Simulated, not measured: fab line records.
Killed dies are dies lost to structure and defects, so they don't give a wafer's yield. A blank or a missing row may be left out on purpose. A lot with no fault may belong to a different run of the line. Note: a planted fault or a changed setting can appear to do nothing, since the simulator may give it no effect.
fab line records | flow n5_finfet
record: lots: 4 | wafers: 12 | last_day: 18
route steps=1938 shown SD_EPI_N@273 SD_EPI_P@295 BEOL_M4@1111 PASSIVATION@1936
lots untouched by any fault: they come from a run of this same line in which no faults occurred
start_h: start of the lot's first displayed wafer, in hours after the record's first day | wait_h: hours since the lot's step before | " repeats the value in the row above | L1.1+2: a single row standing in for several wafers | - value missing, or start not given | * or withheld: withheld | < > ~ a bound
route shown NAME@n: names a module that has steps shown in the file, with the first one's number in the route | usual: mean/standard deviation of fault-free wafers | same: alike in all rows | chamber/n: place in a boat | sites: readings site by site | _std_site: the standard deviation of these | _edge_site: mean of outer sites minus mean of inner sites | radius_mm: for every site, how far away it sits from the centre of the wafer | mask NAME#n: copy n | behind: the last tool/chamber to shape the wafer | hold: why the lot was held/for how many hours/how that ended | device: which transistor (n, p or np) failed to switch | end of line: at the end of the route, the tests of the same wafers | where a step has no rows: the recipe by itself | killed: dies that structure and defects cost at the first sort, which is not the same as the wafer's yield | map: per-die view of a wafer (x killed, . not killed, _ where there is no die)
set.NAME: the setting the step ran with; set.NAME@STEP: the setting that earlier step ran with | model.NAME: the simulator's own value behind a step, which no gauge read
lots seen at some steps along the route; tables by step, rows by wafer
== steps ==
step: N5_SD_EPI_N_DESCUM_14
recipe: chemistry: O2 | time_s: 7.9 | source_power_w: 50 | bias_power_w: 20 | pressure_mtorr: 20 | rf_frequency_hz: 2.712e+07 | temp_c: 40 | resist: CAR-ArF-block | o2_flow_sccm: 225
step: N5_SD_EPI_N_ETCH_34
recipe: chemistry: CF4 | target: SiARC | target_depth_a: 455 | mask_material: CAR-ArF-block | time_s: 75.8 | ion_energy_ev: 80 | pressure_mtorr: 40 | source_w: 545 | bias_w: 36 | Ar_flow_sccm: 100 | cf4_flow_sccm: 100 | ends: cleared
step: N5_SD_EPI_N_ETCH_35
recipe: chemistry: N2/H2 | target: SOC | overetch_a: 1080 | mask_material: SiARC | temp_c: 40 | ion_energy_ev: 100 | source_w: 3000 | bias_w: 133 | pressure_mtorr: 20 | time_s: 486 | n2_flow_sccm: 200 | h2_flow_sccm: 200
step: N5_SD_EPI_N_STRIP_36
recipe: chemistry: N2/H2 | temp_c: 40 | n2_flow_sccm: 200 | h2_flow_sccm: 200 | rf_frequency_hz: 6e+07
step: N5_SD_EPI_N_ETCHBACK_44
recipe: chemistry: CH3F/O2 | mode: anisotropic_etchback | target: SiNx | target_depth_a: 145 | stop_on: SiO2 | over_etch_frac: 0.3 | ion_energy_ev: 120 | pressure_mtorr: 30 | source_w: 395 | bias_w: 73 | Ar_flow_sccm: 150 | CH3F_flow_sccm: 30 | O2_flow_sccm: 20
step: N5_SD_EPI_N_ETCH_45
recipe: chemistry: CH3F/O2 | target: SiOCN | target_depth_a: 60 | mask_material: SOC | ion_energy_ev: 60 | bias_w: 29 | pressure_mtorr: 15 | source_w: 410 | Ar_flow_sccm: 150 | CH3F_flow_sccm: 30 | O2_flow_sccm: 20
step: N5_SD_EPI_N_ETCH_16
recipe: chemistry: CHF3/O2 | target: SiO2 | target_depth_a: 50 | mask_material: SOC | pressure_mtorr: 30 | source_w: 650 | bias_w: 170 | Ar_flow_sccm: 200 | CHF3_flow_sccm: 50 | O2_flow_sccm: 5 | ion_energy_ev: 200
step: N5_SD_EPI_N_STRIP_47
recipe: chemistry: CHF3/O2 | resist: SiARC | rf_frequency_hz: 6e+07
step: N5_SD_EPI_N_SD_RECESS_17
recipe: chemistry: HBr/Cl2/O2 | target_depth_a: 410 | mask_material: SOC | time_s: 23.7 | bt_time_s: 3 | pressure_mtorr: 10 | icp_w: 800 | bias_w: 112 | HBr_flow_sccm: 150 | Cl2_flow_sccm: 80 | O2_flow_sccm: 12
step: N5_SD_EPI_N_STRIP_38
recipe: chemistry: N2/H2 | power_w: 1000 | temp_c: 250 | h2_frac: 0.65 | overash_fraction: 0.3 | pressure_mtorr: withheld | n2_flow_sccm: 1750 | h2_flow_sccm: 3250
step: N5_SD_EPI_N_WET_ETCH_43
recipe: chemistry: dHF | dilution: withheld | time_s: 14 | target: SiO2 | target_depth_a: 15 | temp_c: 25
lot.wafer  | tool         | chamber | start_h | wait_h
L356.2+4+6 | wet_bench-03 | 0,3,4   | 76.56   | -
L363.1+3+5 | wet_bench-03 | 7,1,5   | 110.78  | -
L367.3+5+6 | wet_bench-03 | 0,1,6   | 133.83  | -
L373.3+4+6 | wet_bench-04 | 1,2,0   | 170.19  | -
step: N5_SD_EPI_N_STRIP_18
recipe: chemistry: SPM | time_s: 750 | temp_c: 130 | h2so4_h2o2_vol_ratio: 4
step: N5_SD_EPI_N_SRD_20
recipe: dry: ipa_marangoni | do_ppb: 5 | time_s: 30 | temp_c: 23 | rinse_liquid: diw
step: N5_SD_EPI_N_PRECLEAN_48
recipe: chemistry: NF3:NH3 | afs_cycles: 2 | temp_c: 30 | time_s: 20 | sublimation_temp_c: 180 | sublimation_time_s: 60 | pressure_torr: 3 | rf_power_w: 30
step: N5_SD_EPI_N_VAPOR_ETCH_50
recipe: chemistry: HCl | target: Si | temp_c: 775 | time_s: 54 | pressure_torr: 20 | mode: isotropic
step: N5_SD_EPI_N_EPI_21
recipe: material: Si:P | dopant: P | temp_c: 680 | pressure_torr: 255 | time_s: 690
step: N5_SD_EPI_N_PRECLEAN_24
recipe: chemistry: O3/DIW | time_s: 60 | temp_c: 22 | o3_ppm: 10
step: N5_SD_EPI_N_SRD_25
recipe: time_s: 30 | temp_c: 23 | rinse_liquid: diw | dry: ipa_marangoni
step: N5_SD_EPI_N_PRECLEAN_49
recipe: chemistry: NF3:NH3 | afs_cycles: 1 | temp_c: 30 | time_s: 20 | sublimation_temp_c: 180 | sublimation_time_s: 60 | pressure_torr: 3 | rf_power_w: 30
step: N5_SD_EPI_N_LINER_46
recipe: material: SiNx | target_thk_a: 30 | temp_c: 400 | ald_precursor_family: SiH2I2 | ald_co_reactant: N2/H2-plasma | pressure_torr: 2
step: N5_SD_EPI_N_INSPECT_26
recipe: inspect_instrument: darkfield | mode: post_epi
usual: raw_defect_count: 227/44
lot.wafer | tool              | chamber | start_h | wait_h | raw_defect_count
L356.2    | defect_inspect-02 | -       | 80.37   | 0.1    | 295
L356.4    | "                 | -       | "       | "      | 258
L356.6    | "                 | -       | "       | "      | 244
L363.1    | defect_inspect-01 | -       | 114.83  | 0.1    | 1559
L363.3    | "                 | -       | "       | "      | 1571
L363.5    | "                 | -       | "       | "      | 1513
L367.3    | defect_inspect-02 | -       | 139.04  | 0.1    | 1619
L367.5    | "                 | -       | "       | "      | 1533
L367.6    | "                 | -       | "       | "      | 1640
L373.3    | defect_inspect-02 | -       | 174.46  | 0.1    | 197
L373.4    | "                 | -       | "       | "      | 208
L373.6    | "                 | -       | "       | "      | 228
step: N5_SD_EPI_P_COAT_34
recipe: resist: SOC | temp_c: 250 | time_s: 60 | spin_rpm: 1500 | resist_thk_nm: 350
step: N5_SD_EPI_P_COAT_35
recipe: resist: SiARC | temp_c: 220 | time_s: 60 | spin_rpm: 1500 | resist_thk_nm: 35
step: N5_SD_EPI_P_COAT_03
recipe: resist: CAR-ArF-block | spin_rpm: 1500 | resist_thk_nm: 150
step: N5_SD_EPI_P_EBR_05
recipe: solvent: PGMEA | ebr_width_mm: 1.5
step: N5_SD_EPI_P_SOFTBAKE_04
recipe: temp_c: 110 | time_s: 60 | resist: CAR-ArF-block
step: N5_SD_EPI_P_EXPOSE_06
recipe: mask_id: SD_P_BLK | na: 1.35 | source_shape: conventional | sigma_outer: 0.8 | polarization: unpolarized | target_cd_nm: 240 | dose_mj: 39.5
step: N5_SD_EPI_P_PEB_07
recipe: peb_temp_c: 110 | peb_time_s: 60 | resist: CAR-ArF-block
step: N5_SD_EPI_P_DEVELOP_08
recipe: develop_time_s: 30 | developer: TMAH | resist: CAR-ArF-block | dev_temp_c: 23 | rinse_liquid: diw | dry: air_spin
step: N5_SD_EPI_P_INSPECT_11
recipe: mode: adi | inspect_instrument: macro
usual: raw_defect_count: 2.2/1.6
lot.wafer | tool              | chamber | start_h | wait_h | raw_defect_count
L356.2    | defect_inspect-02 | -       | 80.82   | 0.0    | 3
L356.4    | "                 | -       | "       | "      | 2
L356.6    | "                 | -       | "       | "      | 3
L363.1    | defect_inspect-01 | -       | 115.16  | 0.0    | >300
L363.3    | "                 | -       | "       | "      | >300
L363.5    | "                 | -       | "       | "      | >300
L367.3    | defect_inspect-02 | -       | 139.37  | 0.0    | >300
L367.5    | "                 | -       | "       | "      | >300
L367.6    | "                 | -       | "       | "      | >300
L373.3    | defect_inspect-02 | -       | 174.79  | 0.0    | 4
L373.4    | "                 | -       | "       | "      | 0
L373.6    | "                 | -       | "       | "      | 0
step: N5_SD_EPI_P_DESCUM_14
recipe: chemistry: O2 | time_s: 7.9 | source_power_w: 50 | bias_power_w: 20 | pressure_mtorr: 20 | rf_frequency_hz: 2.712e+07 | temp_c: 40 | resist: CAR-ArF-block | o2_flow_sccm: 225
step: N5_SD_EPI_P_ETCH_36
recipe: chemistry: CF4 | target: SiARC | target_depth_a: 455 | mask_material: CAR-ArF-block | time_s: 75.8 | ion_energy_ev: 80 | pressure_mtorr: 40 | source_w: 545 | bias_w: 36 | Ar_flow_sccm: 100 | cf4_flow_sccm: 100 | ends: cleared
step: N5_SD_EPI_P_ETCH_37
recipe: chemistry: N2/H2 | target: SOC | overetch_a: 1080 | mask_material: SiARC | temp_c: 40 | ion_energy_ev: 100 | source_w: 3000 | bias_w: 133 | pressure_mtorr: 20 | time_s: 486 | n2_flow_sccm: 200 | h2_flow_sccm: 200 | ends: end_point
step: N5_SD_EPI_P_STRIP_38
recipe: chemistry: N2/H2 | temp_c: 40 | n2_flow_sccm: 200 | h2_flow_sccm: 200 | rf_frequency_hz: 6e+07
step: N5_SD_EPI_P_ETCHBACK_46
recipe: chemistry: CH3F/O2 | mode: anisotropic_etchback | target: SiNx | target_depth_a: 175 | stop_on: SiO2 | over_etch_frac: 0.3 | ion_energy_ev: 120 | pressure_mtorr: 30 | source_w: 395 | bias_w: 73 | Ar_flow_sccm: 150 | CH3F_flow_sccm: 30 | O2_flow_sccm: 20
step: N5_SD_EPI_P_ETCH_47
recipe: chemistry: CH3F/O2 | target: SiOCN | target_depth_a: 250 | mask_material: SOC | ion_energy_ev: 60 | bias_w: 29 | pressure_mtorr: 30 | source_w: 410 | Ar_flow_sccm: 150 | CH3F_flow_sccm: 30 | O2_flow_sccm: 20
step: N5_SD_EPI_P_ETCH_16
recipe: chemistry: CHF3/O2 | target: SiO2 | target_depth_a: 50 | mask_material: SOC | pressure_mtorr: 30 | source_w: 650 | bias_w: 170 | Ar_flow_sccm: 200 | CHF3_flow_sccm: 50 | O2_flow_sccm: 5 | ion_energy_ev: 200
step: N5_SD_EPI_P_INSPECT_26
recipe: inspect_instrument: darkfield | mode: post_epi
usual: raw_defect_count: 198/39
lot.wafer | tool              | chamber | start_h | wait_h | raw_defect_count
L356.2    | defect_inspect-01 | -       | 85.51   | 0.0    | 229
L356.4    | "                 | -       | "       | "      | 228
L356.6    | "                 | -       | "       | "      | 193
L363.1    | defect_inspect-02 | -       | 119.75  | 0.0    | 1521
L363.3    | "                 | -       | "       | "      | 1567
L363.5    | "                 | -       | "       | "      | 1481
L367.3    | defect_inspect-01 | -       | 143.14  | 0.0    | 1596
L367.5    | "                 | -       | "       | "      | 1532
L367.6    | "                 | -       | "       | "      | 1598
L373.3    | defect_inspect-02 | -       | 179.38  | 0.0    | 212
L373.4    | "                 | -       | "       | "      | 208
L373.6    | "                 | -       | "       | "      | 271
step: N5_BEOL_M4_RC_MEAS_101
usual: DIBL_N: 36.4/2.2 | DIBL_P: 36.3/2.5 | IOFF_N: 0.17/0.052 | IOFF_P: 0.23/0.049 | ION_N: 674/17 | ION_P: 464/11 | SS_N: 71.7/0.98 | SS_P: 73.3/0.84 | VT_N: 250/4 | VT_P: -249/3.8
lot.wafer | tool      | chamber | start_h | wait_h | DIBL_N[mV/V] | DIBL_P[mV/V] | IOFF_N[nA/um] | IOFF_P[nA/um] | ION_N[uA/um] | ION_P[uA/um] | SS_N[mV/dec] | SS_P[mV/dec] | VT_N[mV] | VT_P[mV]
L356.2    | prober-02 | 0       | 228.28  | 0.2    | 36.7         | 37.0         | 0.18          | 0.25          | 676          | 473          | 71.9         | 73.9         | 248      | -246
L356.4    | "         | 0       | "       | "      | 36.5         | 36.3         | 0.17          | 0.25          | 676          | 469          | 71.4         | 73.7         | 248      | -244
L356.6    | "         | 0       | "       | "      | 38.9         | 39.8         | 0.24          | 0.32          | 701          | 481          | 71.8         | 74.9         | 244      | -243
L363.1    | prober-02 | 0       | 271.98  | 0.0    | 37.8         | 39.6         | 0.17          | 0.27          | 670          | 464          | 72.3         | 74.1         | 250      | -248
L363.3    | "         | 0       | "       | "      | 37.4         | 38.4         | 0.17          | 0.23          | 690          | 471          | 72.0         | 74.0         | 249      | -252
L363.5    | "         | 0       | "       | "      | 37.0         | 37.8         | 0.16          | 0.23          | 670          | 458          | 72.0         | 73.0         | 253      | -249
L367.3    | prober-01 | 0       | 277.69  | 0.3    | 35.4         | 33.1         | 0.13          | 0.17          | 654          | 454          | 70.7         | 72.1         | 252      | -253
L367.5    | "         | 0       | "       | "      | 35.4         | 33.7         | 0.14          | 0.19          | 665          | 460          | 70.8         | 72.8         | 250      | -253
L367.6    | "         | 0       | "       | "      | 36.3         | 35.6         | 0.15          | 0.21          | 671          | 461          | 71.3         | 73.2         | 251      | -250
L373.3    | prober-01 | 0       | 326.68  | 0.3    | 34.3         | 34.1         | 0.14          | 0.18          | 657          | 455          | 71.7         | 72.6         | 250      | -248
L373.4    | "         | 0       | "       | "      | 36.2         | 37.5         | 0.18          | 0.24          | 682          | 471          | 70.9         | 72.9         | 243      | -247
L373.6    | "         | 0       | "       | "      | 36.1         | 37.1         | 0.17          | 0.22          | 681          | 469          | 71.4         | 73.1         | 248      | -248
step: N5_PASSIVATION_PROBE_49
usual: defect_limited_yield: 91.2/1.4 | killed_at_M0_to_M3: 34/9.3 | killed_at_M4_up: 14/5.9 | killed_at_contacts: 14/5.7 | killed_at_front_end: 38/10 | killed_at_other: 4/3.2 | killed_dies: 104/17 | killed_open: 67/13 | killed_short: 33/6.9 | sort_bin_5_function: 5.2/1 | sort_bin_6_memory: 3.3/0.61 | sort_n_pass: 1069/52 | sort_yield_pct: 91/4.4
same: gross_dies: 1180 | killed_at_back_side: 0 | sort_bin_4_leakage[%]: 0 | sort_bin_8_speed[%]: 0
lot.wafer | tool      | chamber | start_h | wait_h | defect_limited_yield[%] | killed_at_M0_to_M3 | killed_at_M4_up | killed_at_contacts | killed_at_front_end | killed_at_other | killed_dies | killed_open | killed_short | sort_bin_5_function[%] | sort_bin_6_memory[%] | sort_n_pass | sort_yield_pct[%]
L356.2    | prober-01 | -       | 335.98  | 0.1    | 88.3                    | 50                 | 23              | 17                 | 36                  | 12              | 138         | 88          | 38           | 7.3                    | 4.0                  | 1042        | 88
L356.4    | prober-01 | -       | 336.08  | 0.2    | 89.3                    | 32                 | 26              | 23                 | 40                  | 5               | 126         | 80          | 39           | 6.7                    | 3.7                  | 1054        | 89
L356.6    | prober-01 | -       | 336.18  | 0.3    | 91.3                    | 28                 | 21              | 11                 | 41                  | 2               | 103         | 66          | 32           | 5.1                    | 3.4                  | 1077        | 91
L363.1    | prober-01 | -       | 376.23  | 0.0    | 78.0                    | 45                 | 27              | 11                 | 174                 | 3               | 260         | 86          | 29           | 13.1                   | 4.3                  | 920         | 78
L363.3    | prober-01 | -       | 376.33  | 0.1    | 78.2                    | 29                 | 30              | 12                 | 186                 | 0               | 257         | 77          | 23           | 12.2                   | 4.8                  | 923         | 78
L363.5    | prober-01 | -       | 376.43  | 0.2    | 81.9                    | 23                 | 11              | 8                  | 167                 | 4               | 213         | 60          | 19           | 10.6                   | 3.7                  | 967         | 82
L367.3    | prober-01 | -       | 392.31  | 0.1    | 77.3                    | 20                 | 24              | 19                 | 200                 | 5               | 268         | 79          | 33           | 14.5                   | 4.2                  | 912         | 77
L367.5    | prober-01 | -       | 392.41  | 0.2    | 77.7                    | 43                 | 11              | 18                 | 180                 | 11              | 263         | 79          | 34           | 13.4                   | 5.3                  | 917         | 78
L367.6    | prober-01 | -       | 392.46  | 0.3    | 74.1                    | 39                 | 17              | 14                 | 229                 | 7               | 306         | 86          | 44           | 14.8                   | 6.7                  | 874         | 74
killed by level:class
L356.2 MOL_CONTACT_COAG:geometric_particle:open=14 BEOL_M4:geometric_particle:open=11 BEOL_M3:geometric_particle:open=11 BEOL_M1:geometric_particle:open=9 BEOL_M2:geometric_particle:short=9 FIN_SAQP:geometric_particle:short=7 BEOL_M0_SAQP:geometric_particle:open=7 PASSIVATION:area_etch=6
L356.4 MOL_CONTACT_COAG:geometric_particle:open=18 BEOL_M4:geometric_particle:open=14 STI_FIN_REVEAL:geometric_particle:open=9 BEOL_M0_SAQP:geometric_particle:short=9 BEOL_M1:geometric_particle:open=8 FIN_SAQP:geometric_particle:open=6 DUMMY_GATE:geometric_particle:open=5 MOL_CONTACT_COAG:geometric_particle:short=5
L356.6 FIN_SAQP:geometric_particle:open=11 FIN_SAQP:geometric_particle:short=10 BEOL_M4:geometric_particle:open=10 MOL_CONTACT_COAG:geometric_particle:open=9 BEOL_M3:geometric_particle:open=9 BEOL_M0_SAQP:geometric_particle:open=6 DUMMY_GATE:geometric_particle:open=5 BEOL_M2:geometric_particle:open=5
L363.1 SD_EPI_N:unspecified=142 BEOL_M2:geometric_particle:open=20 BEOL_M4:geometric_particle:open=15 BEOL_M0_SAQP:geometric_particle:open=13 ILD0:geometric_particle:open=8 MOL_CONTACT_COAG:geometric_particle:open=7 FIN_SAQP:geometric_particle:open=5 BEOL_M0_SAQP:geometric_particle:short=5
L363.3 SD_EPI_N:unspecified=151 BEOL_M4:geometric_particle:open=15 BEOL_M2:geometric_particle:open=15 STI_FIN_REVEAL:geometric_particle:open=7 DUMMY_GATE:geometric_particle:open=7 FIN_SAQP:geometric_particle:open=6 MOL_CONTACT_COAG:geometric_particle:open=5 MOL_CONTACT_COAG:geometric_particle:short=5
L363.5 SD_EPI_N:unspecified=125 FIN_SAQP:geometric_particle:open=20 BEOL_M2:geometric_particle:open=11 MOL_CONTACT_COAG:geometric_particle:open=7 FIN_SAQP:geometric_particle:short=6 BEOL_M3:geometric_particle:open=4 STI_FIN_REVEAL:geometric_particle:open=3 GATE_CUT:geometric_particle:short=3
L367.3 SD_EPI_N:unspecified=150 MOL_CONTACT_COAG:geometric_particle:open=17 STI_FIN_REVEAL:geometric_particle:open=16 BEOL_M4:geometric_particle:open=11 FIN_SAQP:geometric_particle:short=6 FIN_SAQP:geometric_particle:open=6 ILD0:geometric_particle:short=6 ILD0:geometric_particle:open=5
L367.5 SD_EPI_N:unspecified=142 MOL_CONTACT_COAG:geometric_particle:open=14 STI_FIN_REVEAL:geometric_particle:open=10 BEOL_M0_SAQP:geometric_particle:open=10 BEOL_M1:geometric_particle:open=8 BEOL_M3:geometric_particle:open=8 STI_FIN_REVEAL:geometric_particle:short=7 PASSIVATION:area_etch=7
L367.6 SD_EPI_N:unspecified=168 STI_FIN_REVEAL:geometric_particle:open=17 FIN_SAQP:geometric_particle:open=12 FIN_SAQP:geometric_particle:short=11 BEOL_M0_SAQP:geometric_particle:short=9 BEOL_M1:geometric_particle:open=9 BEOL_M3:geometric_particle:open=9 MOL_CONTACT_COAG:geometric_particle:short=7
map L363.1 (x killed, . not)
_________________...........x________________
______________....x............._____________
___________.xx...........x.........__________
__________.x......x........x........_________
________.....................x........_______
_______..x..................x...x......______
______.....x.x.........x..x....x..x...x._____
_____.....x...............x...........x..____
____.........x......x...............x.....___
___.....................x.x.............x..__
___.......x.x............x...........x.....__
__..................x.....x.........x......._
__.....x......................x....xx.x....._
_..........x.x............x....xx..x.x......x
_.......x..................x..........x......
_.x..x....x..x..x..............x......xx.....
_......x.......x.....x.........x........x....
_..............x.......x............x......x.
_.........................xx................x
_..x.x..........x........x....x..............
_.x..x......................x.......xx..x..xx
__..x...............x..xx..x.x....x.......x._
__.........x..........x.x.xxx.x............x_
___.........x.x.....xxxxxxxx..x.x...xx.....__
___.....x....x......xxxxxxxxxxx.x..........__
____......x........xxxxxxxxxxxx.x....x....___
_____............xxxxxxxxxxxxxxxxx..x....____
______..x....x.....xxxxxxxxxxxxxxx.x...._____
_______.x.....x....xxxxxxxxxxxxx..x....______
________.x.......xxxxxxxxxxxxxxxxx...._______
__________.x.......xxxxxxxxxxxxxx..._________
___________x.....xx.xxxxxxxxxxx.xx.__________
______________........xxxxxxxxxx_____________
_________________x..x.x.x..xx________________
map L367.6 (x killed, . not)
_________________............________________
______________x......x.x........_____________
___________.x.xxxxxx......xx.......__________
__________xxxxx.x.x..x........x....._________
________..xxxxxxxxxx.....x...x.....x.._______
_______xxxxxxxxxxx.xx...xx.............______
______.xxxxxxxxxxxxxxxxxx...x........x.._____
_____xxxxxxxxxxxxxxxxx........x....x....x____
____x.xxxxxxxxxxxxxxxx.x.......x...x......___
___...xxxxxxxxxxxxxxxx.x...........x.....x.__
___.x..xxxxxxxxxxxxxxxx...x.....x..x...x.x.__
__.....xxxxxxxxxxxxxxx.......x.............x_
__...x.xx.xxxxxxxxxx....x............x....x._
_.....xxxxxxxxxxxxxx......x.x..x.....xx....x.
_.x......x..xx.x.xx.....x..xx................
_....x......x..xxx.....x..x..x.........xx....
_....x....x...xx......................x..xx..
_.....x....x...x....xx..x..............x..x.x
_....x........................x.......x...x..
_....x........x...............x..x...........
_........x........x....x......xx..x..x.......
__..x.......x......x.............x.........._
__.........x...........x...x...........x.x.._
___x........x..x..x......x.....xx.x...x....__
___.....x............x............x........__
____.x.....x.x............................___
_____.....x....x....x...xx...x.x........x____
______..x..x....x...................x..._____
_______................x........x.x....______
________................x.......x....._______
__________.x.x.....x.....x.x.....x.._________
___________.............xx.........__________
______________........x........._____________
_________________.x.x........________________
== key ==
first_sign: step: N5_SD_EPI_N_INSPECT_26 | reading: raw_defect_count | direction: up | sigmas: 31 | usual: 227 | struck: 1572
effect: step: N5_SD_EPI_P_INSPECT_11 | reading: raw_defect_count | direction: up | sigmas: 99+ | usual: 2.2 | struck: >300
effect: step: N5_SD_EPI_P_INSPECT_26 | reading: raw_defect_count | direction: up | sigmas: 35 | usual: 198 | struck: 1549
effect: step: N5_PASSIVATION_PROBE_49 | reading: killed_at_front_end | direction: up | sigmas: 14 | usual: 38 | struck: 189
more_kills_born_at: N5_SD_EPI_N_WET_ETCH_43@wet_bench-03: 878
met_at N5_SD_EPI_N_WET_ETCH_43
struck_wafers L363.1,L363.3,L363.5,L367.3,L367.5,L367.6
onset_between 76.56 110.78
fault: kind: chamber_particle_source | tool: wet_bench-03 | chamber: - | onset_h: 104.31 | steps: N5_SD_EPI_N_WET_ETCH_43 | rate_per_visit_cm2: 2.1054 | end_h: 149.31
